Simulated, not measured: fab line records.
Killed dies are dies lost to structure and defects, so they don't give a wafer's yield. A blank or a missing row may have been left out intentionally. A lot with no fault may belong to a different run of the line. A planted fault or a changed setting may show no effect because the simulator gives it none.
Split-lot study	flow n5-finfet	route with 1938 steps; 7 lots, 21 wafers read

ABOUT THE SPLIT
At N5_BEOL_M2_EXPOSE_08 (exposes mask M2), the setting dose-mj was moved away from the recipe's 41.25 on 9 of the 21 wafers read, by -7.1% to +4.0%. This setting was run at the recipe's value on the other wafers.

FROM THE SPLIT TO THE READING: what the file shows between them, 17 steps
- N5_BEOL_M2_PEB_09: peb time 60 s
- N5_BEOL_M2_DEVELOP_10: develop time 30 s
- N5_BEOL_M2_CD_MEAS_11: target cd 16.79 nm
- N5_BEOL_M2_DESCUM_16: chemistry O2, time 7 s
- N5_BEOL_M2_ETCH_74: etches underlayer in N2/H2, target depth 6.5 nm, time 5.2 s
- N5_BEOL_M2_ETCH_63: etches SiARC in CF4, target depth 15.6 nm, time 26 s
- N5_BEOL_M2_ETCH_64: etches SOC in N2/H2, target depth 75 nm, overetch 22.5 nm, time 121.9 s
- N5_BEOL_M2_STRIP_65: strips in N2/H2
- N5_BEOL_M2_STRIP_75: strips in N2/H2
- N5_BEOL_M2_STRIP_66: strips in CF4
- N5_BEOL_M2_HM_OPEN_17: chemistry Cl2/BCl3, target TiN, target depth 20 nm, overetch 6 nm
- N5_BEOL_M2_STRIP_19: strips in O2
- N5_BEOL_M2_CD_MEAS_18: pitch 36 nm, target cd 18 nm
- N5_BEOL_M2_COAT_67: time 60 s, resist thk 60 nm
- N5_BEOL_M2_COAT_68: time 60 s, resist thk 12 nm
- N5_BEOL_M2_PRECLEAN_42: cleans in residue remover, time 60 s
- N5_BEOL_M2_SRD_43: time 30 s

THE READING
cd-nm, in nm, at N5_BEOL_M2_CD_MEAS_35 (target cd 18 nm, target cd y 22.2 nm). A value of 18.0 nm with a standard deviation of 0.38 nm is what fault-free wafers of this fab line usually give.

wafer	tool, chamber at the split	dose-mj as run	against the recipe	cd-nm, nm	against lot-mates on the recipe
L075.1	euv-scanner-01, 0	42.88	+4.0%	18.8	+0.4
L075.3	euv-scanner-01, 0	42.88	+4.0%	19.1	+0.7
L075.6	euv-scanner-01, 0	41.25	recipe	18.4	-
L080.2	euv-scanner-02, 0	41.25	recipe	17.8	-
L080.4	euv-scanner-02, 0	41.25	recipe	18.0	-
L080.6	euv-scanner-02, 0	38.62	-6.4%	16.7	-1.2
L082.2	euv-scanner-01, 0	38.32	-7.1%	16.2	-2.0
L082.4	euv-scanner-01, 0	38.32	-7.1%	16.5	-1.7
L082.6	euv-scanner-01, 0	41.25	recipe	18.2	-
L091.3	euv-scanner-01, 0	41.25	recipe	18.7	-
L091.4	euv-scanner-01, 0	38.64	-6.3%	17.3	-1.4
L091.5	euv-scanner-01, 0	41.25	recipe	18.7	-
L094.2	euv-scanner-01, 0	41.25	recipe	18.8	-
L094.3	euv-scanner-01, 0	42.59	+3.2%	19.9	+1.1
L094.4	euv-scanner-01, 0	42.59	+3.2%	19.1	+0.3
L097.1	euv-scanner-01, 0	41.25	recipe	18.2	-
L097.3	euv-scanner-01, 0	39.41	-4.5%	17.2	-0.9
L097.6	euv-scanner-01, 0	41.25	recipe	18.1	-
L096.1	euv-scanner-01, 0	41.25	recipe	18.9	-
L096.2	euv-scanner-01, 0	41.25	recipe	17.8	-
L096.3	euv-scanner-01, 0	41.25	recipe	18.4	-

THE FIT
A straight line over all 21 wafers: cd-nm changes by +0.247 nm for each +1% of dose-mj; r = +0.91; the points scatter about the line by 0.39 nm.
The same after taking each lot's own level away (the mean of its wafers on the recipe; 21 wafers): +0.217 nm for each +1%; r = +0.94; scatter 0.27 nm.
Per that fit: largest dose-mj move, reading shift of 1.5 nm.
Across the lots, their own levels run from 17.90 to 18.80 nm, a range of 2.4 times the standard deviation given above.
Thus the slope moves with the lot-to-lot level: the two fits are different.
Check: for one of the wafers moved furthest among these (-7.1%), held out of the fit, the line's prediction against its lot-mates is -1.48 nm. It came out at -2 nm against them.

THE WHOLE CHAIN: every reading that the file lists as answering this split, in the file's order
step	what it does	reading	change (the file's fit)	r (the file's)
N5_BEOL_M2_CD_MEAS_11	target cd 16.79 nm	cd-nm	+0.226 nm for each +1% of the setting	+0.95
N5_BEOL_M2_ETCH_74	etches underlayer in N2/H2, target depth 6.5 nm, time 5.2 s	BEOL_M2.cd-offset-nm (the simulator's own value, which no gauge read)	+0.204 nm for each +1% of the setting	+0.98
N5_BEOL_M2_ETCH_63	etches SiARC in CF4, target depth 15.6 nm, time 26 s	BEOL_M2.cd-offset-nm (the simulator's own value, which no gauge read)	+0.211 nm for each +1% of the setting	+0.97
N5_BEOL_M2_HM_OPEN_17	chemistry Cl2/BCl3, target TiN, target depth 20 nm, overetch 6 nm	BEOL_M2.cd-offset-nm (the simulator's own value, which no gauge read)	+0.216 nm for each +1% of the setting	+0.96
N5_BEOL_M2_CD_MEAS_18	pitch 36 nm, target cd 18 nm	cd-nm	+0.224 nm for each +1% of the setting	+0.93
N5_BEOL_M2_CD_MEAS_35	target cd 18 nm, target cd y 22.2 nm	cd-nm	+0.216 nm for each +1% of the setting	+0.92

THE FILE'S OWN FIT
cd-nm changes by +0.216 nm for each +1% of dose-mj, r = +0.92.
